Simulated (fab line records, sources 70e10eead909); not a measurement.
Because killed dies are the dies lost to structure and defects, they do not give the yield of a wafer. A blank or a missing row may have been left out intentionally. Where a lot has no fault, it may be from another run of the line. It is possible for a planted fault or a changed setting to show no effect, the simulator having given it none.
Chamber matching -- flow nand harc -- NHARC_A_STAIRCASE_CMP_152 on cmp-01: 4 sister chambers
The step polishes. 8 wafers are shown with their chamber, then 9 later ones without.

== WAFERS PAIRED WITH THEIR CHAMBERS ==
wafer,chamber,motor current A (A)
L077.1,2,10.9
L082.2,3,10.9
L082.3,1,11.9
L082.5,2,11.0
L085.3,1,11.7
L088.3,0,14.9
L088.5,3,11.0
L088.6,0,14.6

== WAFERS MISSING THEIR CHAMBER ==
wafer,motor current A (A)
L089.1,15.7
L089.3,12.4
L089.6,11.4
L091.1,11.0
L091.3,11.9
L091.4,15.4
L096.3,11.3
L096.5,14.9
L096.6,11.6

== CHAMBER TAKEN BY EACH ==
wafer,from the rows above,in truth
L089.1,0,0
L089.3,1,1
L089.6,can't be placed: 1 or 2 or 3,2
L091.1,can't be placed: 2 or 3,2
L091.3,1,1
L091.4,0,0
L096.3,can't be placed: 2 or 3 or 1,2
L096.5,0,0
L096.6,1,1
Correctly placed: 6 of 9. Unplaceable from these rows: 3, with the true chamber sitting among the candidates in 3. Placed wrongly: 0.
How it was worked out, from the rows above alone: a wafer's distance from a chamber is the root of the sum, over the readings, of the square of ((its reading less the chamber's mean) divided by the reading's scatter). The wafer belongs to the nearest chamber; if the next one is less than 2 further off, it can't be placed. Each chamber's mean is taken over the wafers shown for it. The scatter: the root of (the sum of the squares of (reading less its chamber's mean) over the shown wafers, divided by (wafers less chambers)).
